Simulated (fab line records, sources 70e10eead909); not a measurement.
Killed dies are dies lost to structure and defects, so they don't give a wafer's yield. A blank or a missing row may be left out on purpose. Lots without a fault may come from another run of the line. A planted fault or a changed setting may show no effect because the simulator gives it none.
Chamber matching | flow nand_harc | NHARC_A_STAIRCASE_DEP_325 on pecvd-02: 3 sister chambers
The step deposits SiO2, target thk 7200 nm. 6 wafers are shown with their chamber, then 8 later ones without.

WAFERS WITH THEIR CHAMBER
wafer  | chamber | heater_power_w (W)
L082.2 | 2       | 590
L082.3 | 1       | 717
L089.1 | 2       | 589
L089.2 | 1       | 658
L089.6 | 0       | 632
L087.1 | 0       | 771

WAFERS WITHOUT THEIR CHAMBER
wafer  | heater_power_w (W)
L087.5 | 622
L087.6 | 554
L093.2 | 800
L093.3 | 726
L093.5 | 575
L096.1 | 667
L096.2 | 635
L096.5 | 589

WHICH CHAMBER EACH WENT THROUGH
wafer  | from the rows above          | in truth
L087.5 | can't be placed: 2 or 1 or 0 | 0
L087.6 | can't be placed: 2 or 1 or 0 | 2
L093.2 | can't be placed: 0 or 1 or 2 | 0
L093.3 | can't be placed: 0 or 1 or 2 | 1
L093.5 | can't be placed: 2 or 1 or 0 | 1
L096.1 | can't be placed: 1 or 0 or 2 | 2
L096.2 | can't be placed: 2 or 1 or 0 | 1
L096.5 | can't be placed: 2 or 1 or 0 | 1
Placed correctly: 0 of 8. Can't be placed from these rows: 8 (the true chamber is among the candidates in 8). Placed wrongly: 0.
How it was worked out, from the rows above alone: a wafer's distance from a chamber is the root of the sum, over the readings, of the square of ((its reading less the chamber's mean) divided by the reading's scatter). The wafer belongs to the nearest chamber; if the next one is less than 2 further off, it can't be placed. A chamber's mean is the mean of its shown wafers. The scatter: the root of (the sum of the squares of (reading less its chamber's mean) over the shown wafers, divided by (wafers less chambers)).
